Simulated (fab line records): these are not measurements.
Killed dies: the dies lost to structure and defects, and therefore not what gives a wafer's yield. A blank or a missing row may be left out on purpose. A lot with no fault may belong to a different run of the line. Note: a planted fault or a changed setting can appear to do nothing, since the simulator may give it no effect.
A struck lot beside a sound one || flow nand_harc || 24 steps out of a route of 1302
Sound: wafers L834.4, L834.5, L834.6. The struck wafers were L848.2, L848.5, L848.6. The cause is given at the end.
Order at every step that has rows: each side's tool, ch and its chambers, its first start. Under that, the readings that differ: sound wafers || struck wafers || difference of the means || sigmas: that difference in standard deviations of wafers without a fault.
alike: a reading whose means differ by less than 2 such deviations, as well as words and numbers matching on both sides. not compared: withheld readings; readings where some wafer has no value; bounds like >300 that might hide an equal value; numbers whose values overlap and for which the record gives no deviation.
The two part at a step that has a row with sigmas, a row that says differs or no value, or rows on one side only. Numbers that have no deviation but don't overlap get no sigmas and don't part them. A reading that every wafer of one side lacks parts them only if that side has two wafers or more.

first, 1 step without rows for these wafers: NHARC_A_M0_SRD_25.
NHARC_A_M0_INSPECT_27:
  sound on defect_inspect-01, day 24 04:17; struck on defect_inspect-02, day 29 05:54
  alike: raw_defect_count
NHARC_A_M0_PRE_CLEAN_31: time 12 s.
  sound on pecvd-01 ch 0,1,2, day 24 04:30; struck on pecvd-04 ch 0,1, day 29 05:58
  alike: heater_power_w
NHARC_A_M0_DEP_32: deposits SiCN, target thk 30 nm.
  sound on pecvd-01 ch 0,1,2, day 24 04:40; struck on pecvd-04 ch 0,1, day 29 06:02
  alike: chamber_pressure_Torr, heater_power_w
then, 7 steps without rows for these wafers: NHARC_A_M1_DEP_00 (deposits SiOC, target thk 182.5 nm); NHARC_A_M1_DEHYDRATE_01 (time 120 s); NHARC_A_M1_HMDS_02 (time 30 s); NHARC_A_M1_COAT_34 (time 65 s); NHARC_A_M1_COAT_03 (resist thk 90 nm); NHARC_A_M1_SOFTBAKE_04 (time 55 s); NHARC_A_M1_EBR_05.
NHARC_A_M1_EXPOSE_06: exposes mask A M1, target cd 120 nm.
  sound on arfi_scanner-03 ch 0, day 24 05:31; struck on arfi_scanner-01 ch 0, day 29 07:09
{"reading": "exposure_dose_mJ_cm2", "sound": "75.28 75.25 75.20", "struck": "98.58 98.55 98.60", "difference": "+23.33", "sigmas": "+99 or more"}
  alike: mask, focus_offset_nm
then, 2 steps without rows for these wafers: NHARC_A_M1_PEB_07 (peb time 65 s); NHARC_A_M1_DEVELOP_08 (develop time 35 s).
NHARC_A_M1_CD_MEAS_09: the cd target is 120 nm.
  sound on cd_sem-02 ch 0, day 24 05:39; struck on cd_sem-02 ch 0, day 29 07:17
{"reading": "cd_nm (nm)", "sound": "119.8 120.1 119.3", "struck": "137.1 135.9 135.4", "difference": "+16.4", "sigmas": "+25"}
NHARC_A_M1_OVL_MEAS_10: pitch 240 nm.
  sound on overlay-01, day 24 05:44; struck on overlay-02, day 29 07:23
  alike: overlay_x_nm, overlay_y_nm
NHARC_A_M1_INSPECT_11:
  sound on defect_inspect-02, day 24 05:46; struck on defect_inspect-02, day 29 07:25
  alike: raw_defect_count
NHARC_A_M1_DESCUM_14: chemistry O2, time 3 s.
  sound on rie_diel-08 ch 0,3, day 24 05:50; struck on rie_diel-11 ch 1,2, day 29 07:29
{"reading": "model.A_M1.cd_nm (nm)", "sound": "120.9 121.6 120.5", "struck": "137.2 136.1 134.5", "difference": "+14.9", "sigmas": ""}
  alike: drypump_motor_current_A, oes_product_au, rf_vpp_V, showerhead_plenum_p_Torr, throttle_valve_pct
  not compared: rf_hours_counter_h
NHARC_A_M1_ETCH_35: etches the open film in N2/H2, target depth 40 nm, overetch 12 nm, time 43.94 s.
  sound on rie_diel-08 ch 0,1,2, day 24 05:56; struck on rie_diel-11 ch 0,3, day 29 07:34
  alike: drypump_motor_current_A, n2_flow_sccm, oes_product_au, rf_vpp_V, showerhead_plenum_p_Torr, throttle_valve_pct
  not compared: rf_hours_counter_h
NHARC_A_M1_ETCH_15: etches the open film in C4F8/Ar, target depth 182.5 nm, time 91.2 s.
  sound on rie_diel-08 ch 2,3; struck on rie_diel-11 ch 0,1,3
  alike: oes_product_au, rf_vpp_V
  not compared: rf_hours_counter_h
NHARC_A_M1_CD_MEAS_16:
  sound on cd_sem-01, day 24 06:08; struck on cd_sem-01, day 29 07:47
{"reading": "cd_nm (nm)", "sound": "121.1 121.4 120.5", "struck": "135.9 135.8 133.2", "difference": "+14.0", "sigmas": "+14"}
NHARC_A_M1_STRIP_18: strips in N2/H2.
  sound on rie_diel-11 ch 0,1,3, day 24 06:16; struck on rie_diel-05 ch 2,3, day 29 07:53
  alike: drypump_motor_current_A, n2_flow_sccm, oes_product_au, rf_vpp_V, showerhead_plenum_p_Torr, throttle_valve_pct
  not compared: rf_hours_counter_h
NHARC_A_M1_ETCH_28: etches the open film in CF4/N2, target depth 30 nm, time 72.99 s.
  sound on rie_diel-11 ch 0,3; struck on rie_diel-05 ch 2,3
{"reading": "model.A_M1.cd_nm (nm)", "sound": "120.5 121.9 119.7", "struck": "135.3 135.1 132.5", "difference": "+13.6", "sigmas": ""}
  alike: drypump_motor_current_A, n2_flow_sccm, oes_product_au, rf_vpp_V, showerhead_plenum_p_Torr, throttle_valve_pct
  not compared: rf_hours_counter_h
then, 1 step without rows for these wafers: NHARC_A_M1_STRIP_19 (strips in post etch residue remover, time 600 s).

== WHERE THEY PART ==
Last at NHARC_A_M1_CD_MEAS_16 as far as this record goes, first at NHARC_A_M1_EXPOSE_06. Later steps at which nothing parts them and some readings are alike: NHARC_A_M1_STRIP_18, NHARC_A_M1_ETCH_28.

WHY: what the simulator had put in
Drift in process parameters on arfi_scanner-01 at NHARC_A_M1_EXPOSE_06, starting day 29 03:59. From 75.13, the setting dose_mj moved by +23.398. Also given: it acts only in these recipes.
